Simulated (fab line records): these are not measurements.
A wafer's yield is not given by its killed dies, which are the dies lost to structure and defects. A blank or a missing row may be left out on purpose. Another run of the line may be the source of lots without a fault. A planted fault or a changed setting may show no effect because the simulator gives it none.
Struck lot and sound lot, side by side ; flow nand_harc ; 14 out of 1302 route steps
Sound: wafers L345.2, L345.4, L345.6. Wafers struck: L340.1, L340.4, L340.5. Last of all comes the cause.
Per side, at each step with rows, come the tool, then ch with its chambers, and then its first start. Under that, the readings that differ: sound wafers ; struck wafers ; difference of the means ; sigmas: that difference in standard deviations of wafers without a fault.
alike: a reading whose means differ by less than 2 such deviations, as well as words and numbers matching on both sides. not compared: withheld readings; readings where some wafer has no value; bounds like >300 that might hide an equal value; numbers whose values overlap and for which the record gives no deviation.
A row with sigmas, a row that says differs or no value, or rows on one side alone: a step with any of these is where the two part. Numbers that have no deviation but don't overlap get no sigmas and don't part them. A reading that every wafer of one side lacks parts them only if that side has two wafers or more.

first, 4 steps without rows for these wafers: NHARC_A_BONDPAD_EBR_05; NHARC_A_BONDPAD_EXPOSE_06 (exposes mask A BPAD); NHARC_A_BONDPAD_PEB_07 (peb time 80 s); NHARC_A_BONDPAD_DEVELOP_08 (time 50 s).
NHARC_A_BONDPAD_CD_MEAS_09 targets a cd of 500 nm.
  sound on cd_sem-01 ch 0, day 32 04:45; struck on cd_sem-01 ch 0, day 30 07:44
  alike: cd_nm
NHARC_A_BONDPAD_OVL_MEAS_35:
  sound on overlay-02 at day 32 04:50; struck on overlay-02 at day 30 07:50
reading;sound;struck;difference;sigmas
overlay_x_nm (nm);0 0 1;10 10 9;+9;+2
overlay_y_nm (nm);-3 -2 -3;8 9 8;+11;+2
then, 1 step without rows for these wafers: NHARC_A_BONDPAD_HARDBAKE_10 (time 65 s).
NHARC_A_BONDPAD_DESCUM_11: chemistry O2, time 3 s.
  sound on rie_diel-10 ch 1,2,3, day 32 04:58; struck on rie_diel-10 ch 0,1, day 30 07:58
  alike: drypump_motor_current_A, oes_product_au, rf_vpp_V, showerhead_plenum_p_Torr, throttle_valve_pct
  not compared: rf_hours_counter_h
NHARC_A_BONDPAD_ETCH_34: etches the open film in N2/H2, target depth 60 nm, overetch 18 nm, time 65.91 s.
  sound on rie_diel-10 ch 0,2,3, day 32 05:02; struck on rie_diel-10 ch 0,2, day 30 08:02
  alike: bias_w, chamber_pressure_mTorr, drypump_motor_current_A, oes_product_au, rf_vpp_V, showerhead_plenum_p_Torr, throttle_valve_pct
  not compared: rf_hours_counter_h
NHARC_A_BONDPAD_ETCH_12: etches the open film in CHF3/O2, target depth 220 nm, time 110 s.
  sound on rie_diel-10 ch 0,1,3; struck on rie_diel-10 ch 0,2
  alike: bias_w, chamber_pressure_mTorr, drypump_motor_current_A, oes_product_au, rf_vpp_V, showerhead_plenum_p_Torr, throttle_valve_pct
  not compared: rf_hours_counter_h
NHARC_A_BONDPAD_CD_MEAS_13:
  sound on cd_sem-01 at day 32 05:17; struck on cd_sem-02 at day 30 08:16
  alike: cd_nm
NHARC_A_BONDPAD_STRIP_15: strips in O2.
  sound on rie_diel-10 ch 1,3, day 32 05:21; struck on rie_diel-01 ch 0,2, day 30 08:22
  alike: drypump_motor_current_A, oes_product_au, rf_vpp_V, showerhead_plenum_p_Torr, throttle_valve_pct
  not compared: rf_hours_counter_h
NHARC_A_BONDPAD_ETCH_24: etches the open film in CF4/N2, target depth 30 nm, time 72.99 s.
  sound on rie_diel-10 ch 0,1,3, day 32 05:31; struck on rie_diel-01 ch 1,2,3, day 30 08:30
  no value came back on the struck wafers for any of 7 readings (bias_w (W), cf4_flow_sccm (sccm) and others); on the sound wafers bias_w (W) reads 99.93 99.96 99.88
  not compared: rf_hours_counter_h
then, 1 step without rows for these wafers: NHARC_A_BONDPAD_STRIP_16 (strips in post etch residue remover, time 600 s).

## WHERE THEY PART
First at NHARC_A_BONDPAD_OVL_MEAS_35; last, within this record, at NHARC_A_BONDPAD_ETCH_24.

WHY: the cause the simulator had injected
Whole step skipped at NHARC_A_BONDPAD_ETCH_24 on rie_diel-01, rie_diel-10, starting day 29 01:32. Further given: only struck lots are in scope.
